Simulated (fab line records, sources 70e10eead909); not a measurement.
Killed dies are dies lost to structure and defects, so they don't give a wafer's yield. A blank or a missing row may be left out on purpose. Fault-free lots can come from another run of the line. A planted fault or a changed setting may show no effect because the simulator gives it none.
The tool behind it: which one? | flow nand-harc | 69 wafers from 23 lots sampled at 6 of the route's 1302 steps

== WHAT THE GAUGES SHOWED, per wafer ==
The record lacks any reading of a measuring or inspecting step that a usual standard deviation could be used to judge.

== WHICH TOOL RAN EACH LOT (tool, then ch and the chambers of the sampled wafers, then the start) ==
lot  | NHARC_A_CHANNEL_FILL_D2_CMP_10 | NHARC_A_STAIRCASE_DESCUM_168       | NHARC_A_STAIRCASE_TRIM_16                     | NHARC_A_STAIRCASE_TRIM_26                     | NHARC_A_STAIRCASE_TRIM_187         | NHARC_A_STAIRCASE_ETCH_190
L074 | cmp-04 ch 0,2,3, day 15 11:50  | rie-diel-08 ch 1,2,3, day 15 13:25 | rie-diel-01 ch 0,1, day 15 19:24 or earlier   | rie-diel-01 ch 1,2, day 15 19:24 or earlier   | rie-diel-08 ch 1,2,3, day 15 19:24 | rie-diel-08 ch 1,2,3, no start
L076 | cmp-01 ch 0,3, day 16 00:40    | rie-diel-10 ch 0,1,2, day 16 02:19 | rie-diel-01 ch 1,2, day 16 07:41 or earlier   | rie-diel-08 ch 1,3, day 16 07:41 or earlier   | rie-diel-01 ch 1,2,3, day 16 07:41 | rie-diel-01 ch 0,1, no start
L077 | cmp-04 ch 1,2, day 16 16:44    | rie-diel-01 ch 1,2, day 16 18:56   | rie-diel-08 ch 1,2,3, day 17 00:40 or earlier | rie-diel-10 ch 0,1, day 17 00:40 or earlier   | rie-diel-10 ch 1,3, day 17 00:40   | rie-diel-10 ch 0,1,2, no start
L078 | cmp-02 ch 1,2, day 16 22:26    | rie-diel-10 ch 1,2, day 17 00:06   | rie-diel-10 ch 1,2,3, day 17 06:10 or earlier | rie-diel-08 ch 0,1,3, day 17 06:10 or earlier | rie-diel-10 ch 0,1, day 17 06:10   | rie-diel-10 ch 0,1, no start
L079 | cmp-04 ch 0,1,2, day 16 22:27  | rie-diel-10 ch 0,2, day 17 00:16   | rie-diel-10 ch 0,2, day 17 06:42 or earlier   | rie-diel-10 ch 0,1,2, day 17 06:42 or earlier | rie-diel-10 ch 0,1,2, day 17 06:42 | rie-diel-10 ch 0,1,3, no start
L080 | cmp-04 ch 1,3, day 17 19:05    | rie-diel-10 ch 0,2,3, day 17 20:46 | rie-diel-08 ch 2,3, day 18 02:31 or earlier   | rie-diel-10 ch 1,3, day 18 02:31 or earlier   | rie-diel-08 ch 0,3, day 18 02:31   | rie-diel-08 ch 1,2, no start
L081 | cmp-01 ch 0,3, day 17 19:06    | rie-diel-10 ch 0,2,3, day 17 20:55 | rie-diel-01 ch 0,1, day 18 03:29 or earlier   | rie-diel-10 ch 0,1,2, day 18 03:29 or earlier | rie-diel-10 ch 1,2, day 18 03:29   | rie-diel-10 ch 0,1,2, no start
L082 | cmp-04 ch 1,3, day 18 22:15    | rie-diel-08 ch 0,3, day 19 00:07   | rie-diel-08 ch 0,1, day 19 06:25 or earlier   | rie-diel-01 ch 0,1,2, day 19 06:25 or earlier | rie-diel-01 ch 0,1,3, day 19 06:25 | rie-diel-01 ch 1,2,3, no start
L083 | cmp-02 ch 0,1,3, day 18 22:15  | rie-diel-08 ch 0,2,3, day 19 00:04 | rie-diel-10 ch 1,3, day 19 05:56 or earlier   | rie-diel-10 ch 0,1,2, day 19 05:56 or earlier | rie-diel-10 ch 0,2,3, day 19 05:56 | rie-diel-10 ch 0,1,2, no start
L085 | cmp-04 ch 2,3, day 19 19:59    | rie-diel-01 ch 2,3, day 19 21:47   | rie-diel-08 ch 0,1,2, day 20 03:43 or earlier | rie-diel-08 ch 0,1,3, day 20 03:43 or earlier | rie-diel-10 ch 0,2,3, day 20 03:43 | rie-diel-10 ch 1,2, no start
L084 | cmp-02 ch 0,2,3, day 19 20:00  | rie-diel-01 ch 1,2,3, day 19 21:38 | rie-diel-08 ch 0,2,3, day 20 03:54 or earlier | rie-diel-10 ch 1,2,3, day 20 03:54 or earlier | rie-diel-08 ch 0,1,2, day 20 03:54 | rie-diel-08 ch 0,1,2, no start
L086 | cmp-02 ch 2,3, day 20 15:37    | rie-diel-01 ch 0,3, day 20 17:24   | rie-diel-10 ch 1,2, day 21 02:11 or earlier   | rie-diel-10 ch 1,2,3, day 21 02:11 or earlier | rie-diel-08 ch 1,2,3, day 21 02:11 | rie-diel-08 ch 0,1,3, no start
L087 | cmp-01 ch 0,1,3, day 20 15:40  | rie-diel-01 ch 0,3, day 20 17:26   | rie-diel-01 ch 2,3, day 21 02:19 or earlier   | rie-diel-01 ch 0,2,3, day 21 02:19 or earlier | rie-diel-01 ch 0,3, day 21 02:19   | rie-diel-01 ch 0,1,2, no start
L089 | cmp-02 ch 0,1,3, day 21 18:17  | rie-diel-10 ch 2,3, day 21 19:56   | rie-diel-10 ch 1,3, day 22 02:30 or earlier   | rie-diel-08 ch 1,2, day 22 02:30 or earlier   | rie-diel-10 ch 1,2, day 22 02:30   | rie-diel-10 ch 1,2,3, no start
L088 | cmp-04 ch 0,1, day 21 18:24    | rie-diel-08 ch 1,2,3, day 21 20:07 | rie-diel-10 ch 1,2,3, day 22 01:58 or earlier | rie-diel-01 ch 0,2,3, day 22 01:58 or earlier | rie-diel-08 ch 0,2,3, day 22 01:58 | rie-diel-08 ch 0,2,3, no start
L090 | cmp-02 ch 2,3, day 22 05:24    | rie-diel-01 ch 1,3, day 22 07:11   | rie-diel-10 ch 0,2,3, day 22 13:07 or earlier | rie-diel-10 ch 1,2,3, day 22 13:07 or earlier | rie-diel-10 ch 1,2, day 22 13:07   | rie-diel-10 ch 0,2, no start
L091 | cmp-02 ch 0,2, day 22 05:33    | rie-diel-01 ch 1,2,3, day 22 07:17 | rie-diel-01 ch 2,3, day 22 12:53 or earlier   | rie-diel-01 ch 0,1,2, day 22 12:53 or earlier | rie-diel-01 ch 1,2,3, day 22 12:53 | rie-diel-01 ch 1,2,3, no start
L092 | cmp-02 ch 1,2,3, day 23 01:31  | rie-diel-08 ch 0,1,3, day 23 03:02 | rie-diel-08 ch 0,1,2, day 23 09:41 or earlier | rie-diel-01 ch 0,1,2, day 23 09:41 or earlier | rie-diel-10 ch 0,1,3, day 23 09:41 | rie-diel-10 ch 0,2,3, no start
L093 | cmp-02 ch 1,2, day 23 19:44    | rie-diel-01 ch 2,3, day 23 21:36   | rie-diel-10 ch 0,1,3, day 24 03:18 or earlier | rie-diel-01 ch 1,2, day 24 03:18 or earlier   | rie-diel-01 ch 0,1, day 24 03:18   | rie-diel-01 ch 1,2,3, no start
L094 | cmp-04 ch 1,2, day 23 19:50    | rie-diel-01 ch 0,1,2, day 23 21:45 | rie-diel-10 ch 1,3, day 24 04:47 or earlier   | rie-diel-10 ch 0,2, day 24 04:47 or earlier   | rie-diel-10 ch 1,2,3, day 24 04:47 | rie-diel-10 ch 0,1,2, no start
L095 | cmp-01 ch 1,2,3, day 23 19:53  | rie-diel-10 ch 0,2, day 23 22:11   | rie-diel-01 ch 0,2, day 24 04:17 or earlier   | rie-diel-10 ch 2,3, day 24 04:17 or earlier   | rie-diel-10 ch 0,2,3, day 24 04:17 | rie-diel-10 ch 1,2, no start
L096 | cmp-02 ch 1,2,3, day 24 11:23  | rie-diel-08 ch 0,1,2, day 24 13:03 | rie-diel-08 ch 0,2,3, day 24 18:34 or earlier | rie-diel-08 ch 1,2,3, day 24 18:34 or earlier | rie-diel-10 ch 1,2,3, day 24 18:34 | rie-diel-10 ch 0,1,2, no start
L097 | cmp-04 ch 1,2,3, day 25 07:22  | rie-diel-08 ch 0,1,3, day 25 09:13 | rie-diel-10 ch 1,2,3, day 25 14:41 or earlier | rie-diel-10 ch 1,2,3, day 25 14:41 or earlier | rie-diel-08 ch 0,1,3, day 25 14:41 | rie-diel-08 ch 1,2,3, no start
- NHARC_A_CHANNEL_FILL_D2_CMP_10: polishes, target thk 150 nm.
- NHARC_A_STAIRCASE_DESCUM_168: chemistry O2, time 3 s.
- NHARC_A_STAIRCASE_TRIM_16: chemistry O2, time 211.2 s.
- NHARC_A_STAIRCASE_TRIM_26: chemistry O2, time 211.2 s.
- NHARC_A_STAIRCASE_TRIM_187: chemistry O2, time 211.2 s.
- NHARC_A_STAIRCASE_ETCH_190: etches the open film in C4F8/O2, target depth 100 nm, time 40.5 s.

== WHAT THE TOOLS THEMSELVES READ (means of the sampled wafers that have a number; where no wafer has one, the mark that the record gives instead) ==
NHARC_A_CHANNEL_FILL_D2_CMP_10.
lot  | tool   | motor-current-A (A) | time-to-endpoint-s (s)
L074 | cmp-04 | 11.7                | 16.4
L076 | cmp-01 | 12.0                | 15.6
L077 | cmp-04 | 12.4                | 16.1
L078 | cmp-02 | 12.1                | 12.0
L079 | cmp-04 | 11.7                | 16.0
L080 | cmp-04 | 11.5                | 16.1
L081 | cmp-01 | 12.1                | 15.9
L082 | cmp-04 | 11.5                | 14.1
L083 | cmp-02 | 13.1                | 14.4
L085 | cmp-04 | 11.6                | 18.5
L084 | cmp-02 | 13.0                | 16.1
L086 | cmp-02 | 12.2                | 18.8
L087 | cmp-01 | 12.2                | 20.4
L089 | cmp-02 | 13.4                | 18.3
L088 | cmp-04 | 11.5                | 15.5
L090 | cmp-02 | 12.6                | 13.8
L091 | cmp-02 | 11.9                | 17.7
L092 | cmp-02 | 12.8                | 16.1
L093 | cmp-02 | 11.9                | 14.3
L094 | cmp-04 | 12.5                | 14.9
L095 | cmp-01 | 11.8                | 11.4
L096 | cmp-02 | 12.8                | 15.1
L097 | cmp-04 | 12.0                | 18.7

NHARC_A_STAIRCASE_DESCUM_168.
lot  | tool        | drypump-motor-current-A (A) | oes-product-au (a.u.) | rf-vpp-V (V) | showerhead-plenum-p-Torr (Torr) | throttle-valve-pct (%)
L074 | rie-diel-08 | 5.76                        | 1.004                 | 58.3         | 1.92                            | 11.308
L076 | rie-diel-10 | 5.53                        | 0.996                 | 57.6         | 1.86                            | 11.308
L077 | rie-diel-01 | 6.09                        | 0.995                 | 56.9         | 1.86                            | 11.319
L078 | rie-diel-10 | 5.30                        | 0.999                 | 58.1         | 1.87                            | 11.319
L079 | rie-diel-10 | 5.42                        | 0.996                 | 57.0         | 1.92                            | 11.312
L080 | rie-diel-10 | 5.68                        | 1.005                 | 57.5         | 1.91                            | 11.320
L081 | rie-diel-10 | 5.66                        | 1.000                 | 57.3         | 1.91                            | 11.315
L082 | rie-diel-08 | 5.80                        | 0.993                 | 58.0         | 1.80                            | 11.311
L083 | rie-diel-08 | 5.84                        | 0.999                 | 58.2         | 1.81                            | 11.318
L085 | rie-diel-01 | 5.82                        | 0.992                 | 57.6         | 1.83                            | 11.310
L084 | rie-diel-01 | 5.95                        | 1.005                 | 57.6         | 1.84                            | 11.321
L086 | rie-diel-01 | 5.54                        | 1.003                 | 57.3         | 1.85                            | 11.312
L087 | rie-diel-01 | 5.59                        | 1.000                 | 57.7         | 1.84                            | 11.312
L089 | rie-diel-10 | 5.75                        | 0.995                 | 56.8         | 1.91                            | 11.307
L088 | rie-diel-08 | 5.74                        | 1.014                 | 57.4         | 1.90                            | 11.320
L090 | rie-diel-01 | 5.95                        | 1.008                 | 57.4         | 1.86                            | 11.307
L091 | rie-diel-01 | 5.95                        | 1.004                 | 57.2         | 1.84                            | 11.317
L092 | rie-diel-08 | 5.71                        | 1.004                 | 57.2         | 1.89                            | 11.309
L093 | rie-diel-01 | 5.81                        | 1.004                 | 56.9         | 1.82                            | 11.320
L094 | rie-diel-01 | 5.89                        | 1.003                 | 57.3         | 1.84                            | 11.322
L095 | rie-diel-10 | 5.38                        | 1.007                 | 58.0         | 1.90                            | 11.312
L096 | rie-diel-08 | 5.70                        | 0.996                 | 58.2         | 1.97                            | 11.310
L097 | rie-diel-08 | 5.71                        | 1.012                 | 57.8         | 1.98                            | 11.314

NHARC_A_STAIRCASE_TRIM_16.
lot  | tool        | drypump-motor-current-A (A) | oes-product-au (a.u.) | rf-vpp-V (V) | showerhead-plenum-p-Torr (Torr) | throttle-valve-pct (%)
L074 | rie-diel-01 | 5.69                        | 1.000                 | 57.3         | 3.47                            | 17.045
L076 | rie-diel-01 | 6.10                        | 0.997                 | 57.8         | 3.41                            | 17.046
L077 | rie-diel-08 | 5.77                        | 1.015                 | 58.7         | 3.53                            | 17.046
L078 | rie-diel-10 | 5.62                        | 0.998                 | 57.3         | 3.46                            | 17.046
L079 | rie-diel-10 | 5.40                        | 0.994                 | 58.0         | 3.53                            | 17.034
L080 | rie-diel-08 | 5.90                        | 1.009                 | 57.0         | 3.42                            | 17.031
L081 | rie-diel-01 | 5.90                        | 1.004                 | 57.4         | 3.47                            | 17.034
L082 | rie-diel-08 | 5.68                        | 0.996                 | 57.3         | 3.45                            | 17.031
L083 | rie-diel-10 | 5.75                        | 1.006                 | 58.4         | 3.72                            | 17.033
L085 | rie-diel-08 | 5.71                        | 1.000                 | 58.2         | 3.46                            | 17.030
L084 | rie-diel-08 | 5.84                        | 0.998                 | 57.5         | 3.36                            | 17.035
L086 | rie-diel-10 | 5.34                        | 1.012                 | 57.4         | 3.62                            | 17.041
L087 | rie-diel-01 | 5.97                        | 1.004                 | 57.9         | 3.37                            | 17.039
L089 | rie-diel-10 | 5.76                        | 1.013                 | 57.8         | 3.71                            | 17.037
L088 | rie-diel-10 | 5.60                        | 1.003                 | 57.8         | 3.62                            | 17.031
L090 | rie-diel-10 | 5.68                        | 1.009                 | 57.5         | 3.51                            | 17.034
L091 | rie-diel-01 | 5.97                        | 1.005                 | 58.0         | 3.37                            | 17.030
L092 | rie-diel-08 | 5.70                        | 1.009                 | 57.3         | 3.45                            | 17.040
L093 | rie-diel-10 | 5.83                        | 1.000                 | 58.3         | 3.59                            | 17.041
L094 | rie-diel-10 | 5.88                        | 0.998                 | 57.4         | 3.60                            | 17.044
L095 | rie-diel-01 | 5.91                        | 0.990                 | 57.3         | 3.38                            | 17.035
L096 | rie-diel-08 | 5.84                        | 1.002                 | 58.1         | 3.52                            | 17.029
L097 | rie-diel-10 | 5.61                        | 1.004                 | 57.8         | 3.60                            | 17.034

NHARC_A_STAIRCASE_TRIM_26.
lot  | tool        | drypump-motor-current-A (A) | oes-product-au (a.u.) | rf-vpp-V (V) | showerhead-plenum-p-Torr (Torr) | throttle-valve-pct (%)
L074 | rie-diel-01 | 6.12                        | 1.006                 | 58.2         | 3.41                            | 17.045
L076 | rie-diel-08 | 5.66                        | 1.001                 | 57.1         | 3.66                            | 17.030
L077 | rie-diel-10 | 5.68                        | 0.989                 | 57.5         | 3.35                            | 17.038
L078 | rie-diel-08 | 5.73                        | 1.002                 | 57.6         | 3.51                            | 17.040
L079 | rie-diel-10 | 5.58                        | 0.992                 | 57.8         | 3.44                            | 17.032
L080 | rie-diel-10 | 5.88                        | 1.001                 | 57.6         | 3.45                            | 17.031
L081 | rie-diel-10 | 5.56                        | 0.993                 | 57.3         | 3.43                            | 17.036
L082 | rie-diel-01 | 5.88                        | 0.994                 | 57.8         | 3.43                            | 17.035
L083 | rie-diel-10 | 5.54                        | 0.998                 | 58.1         | 3.61                            | 17.035
L085 | rie-diel-08 | 5.72                        | 1.002                 | 57.5         | 3.49                            | 17.043
L084 | rie-diel-10 | 5.62                        | 1.006                 | 58.0         | 3.62                            | 17.040
L086 | rie-diel-10 | 5.59                        | 1.002                 | 58.2         | 3.62                            | 17.048
L087 | rie-diel-01 | 5.77                        | 1.011                 | 57.1         | 3.40                            | 17.032
L089 | rie-diel-08 | 5.63                        | 1.012                 | 58.3         | 3.61                            | 17.037
L088 | rie-diel-01 | 5.77                        | 0.998                 | 58.1         | 3.39                            | 17.026
L090 | rie-diel-10 | 5.60                        | 1.006                 | 57.4         | 3.61                            | 17.042
L091 | rie-diel-01 | 5.90                        | 0.998                 | 57.8         | 3.41                            | 17.036
L092 | rie-diel-01 | 5.89                        | 0.994                 | 57.9         | 3.41                            | 17.035
L093 | rie-diel-01 | 6.12                        | 1.002                 | 57.6         | 3.38                            | 17.038
L094 | rie-diel-10 | 5.63                        | 0.996                 | 58.0         | 3.48                            | 17.042
L095 | rie-diel-10 | 5.47                        | 1.007                 | 57.5         | 3.52                            | 17.034
L096 | rie-diel-08 | 5.76                        | 1.003                 | 57.1         | 3.49                            | 17.045
L097 | rie-diel-10 | 5.58                        | 1.006                 | 58.0         | 3.60                            | 17.038

NHARC_A_STAIRCASE_TRIM_187.
lot  | tool        | drypump-motor-current-A (A) | oes-product-au (a.u.) | rf-vpp-V (V) | showerhead-plenum-p-Torr (Torr) | throttle-valve-pct (%)
L074 | rie-diel-08 | 5.77                        | 1.007                 | 57.8         | 3.53                            | 17.037
L076 | rie-diel-01 | 5.98                        | 0.996                 | 57.8         | 3.42                            | 17.049
L077 | rie-diel-10 | 5.86                        | 1.013                 | 57.3         | 3.45                            | 17.028
L078 | rie-diel-10 | 5.76                        | 0.990                 | 57.1         | 3.42                            | 17.035
L079 | rie-diel-10 | 5.54                        | 0.998                 | 57.3         | 3.44                            | 17.033
L080 | rie-diel-08 | 5.88                        | 0.991                 | 57.7         | 3.40                            | 17.032
L081 | rie-diel-10 | 5.49                        | 0.992                 | 57.1         | 3.37                            | 17.038
L082 | rie-diel-01 | 5.74                        | 1.000                 | 58.6         | 3.44                            | 17.031
L083 | rie-diel-10 | 5.68                        | 0.999                 | 57.8         | 3.52                            | 17.039
L085 | rie-diel-10 | 5.68                        | 0.990                 | 57.2         | 3.51                            | 17.031
L084 | rie-diel-08 | 5.69                        | 1.005                 | 57.3         | 3.46                            | 17.040
L086 | rie-diel-08 | 5.76                        | 1.008                 | 57.3         | 3.51                            | 17.032
L087 | rie-diel-01 | 5.60                        | 1.003                 | 56.6         | 3.41                            | 17.040
L089 | rie-diel-10 | 5.33                        | 1.001                 | 58.1         | 3.62                            | 17.033
L088 | rie-diel-08 | 5.85                        | 1.004                 | 57.8         | 3.35                            | 17.036
L090 | rie-diel-10 | 5.35                        | 1.007                 | 58.0         | 3.62                            | 17.045
L091 | rie-diel-01 | 5.95                        | 1.007                 | 58.0         | 3.40                            | 17.042
L092 | rie-diel-10 | 5.82                        | 1.005                 | 58.6         | 3.59                            | 17.034
L093 | rie-diel-01 | 5.68                        | 0.993                 | 57.8         | 3.43                            | 17.039
L094 | rie-diel-10 | 5.59                        | 1.003                 | 57.5         | 3.60                            | 17.035
L095 | rie-diel-10 | 5.69                        | 1.000                 | 57.2         | 3.50                            | 17.036
L096 | rie-diel-10 | 5.59                        | 1.005                 | 56.8         | 3.60                            | 17.037
L097 | rie-diel-08 | 5.71                        | 0.995                 | 58.6         | 3.65                            | 17.038

NHARC_A_STAIRCASE_ETCH_190.
lot  | tool        | oes-product-au (a.u.) | rf-vpp-V (V)
L074 | rie-diel-08 | 0.943                 | 896
L076 | rie-diel-01 | 0.934                 | 893
L077 | rie-diel-10 | 0.948                 | 892
L078 | rie-diel-10 | 0.932                 | 889
L079 | rie-diel-10 | 0.934                 | 893
L080 | rie-diel-08 | 0.943                 | 900
L081 | rie-diel-10 | 0.925                 | 893
L082 | rie-diel-01 | 0.943                 | 892
L083 | rie-diel-10 | 0.944                 | 899
L085 | rie-diel-10 | 0.942                 | 899
L084 | rie-diel-08 | 0.957                 | 893
L086 | rie-diel-08 | 0.944                 | 895
L087 | rie-diel-01 | 0.944                 | 892
L089 | rie-diel-10 | 0.930                 | 899
L088 | rie-diel-08 | 0.938                 | 889
L090 | rie-diel-10 | 0.947                 | 894
L091 | rie-diel-01 | 0.944                 | 892
L092 | rie-diel-10 | 0.944                 | 895
L093 | rie-diel-01 | 0.943                 | 891
L094 | rie-diel-10 | 0.943                 | 898
L095 | rie-diel-10 | 0.941                 | 899
L096 | rie-diel-10 | 0.948                 | 898
L097 | rie-diel-08 | 0.953                 | 895

== THE ANSWER, worked out from the rows above alone ==
Rule: the lots themselves supply what counts as usual. Put in order of their means at a reading, lots are off if they are a third of the lots or fewer, leave a main group of 4 or more, and stand apart from it by a gap of 3 or more times the standard deviation of the main group's means; of several such gaps the widest counts. The tables above print the reading to a certain number of digits; a main group whose means all agree to those digits is not used. A lot without any number at a reading at which 4 lots or more have one is off too. All remaining lots with rows at the step are treated as sound. The gauges are gone through in route order, then the tools' own readings, and for those a lot's mean is taken as printed above. The first step at which some lot is off is used, and at that step the reading that is off furthest; a lot without a number counts as furthest.
No lot is off at any reading shown: from this, nothing can be told.

== WHAT THE SIMULATOR HAD PUT IN ==
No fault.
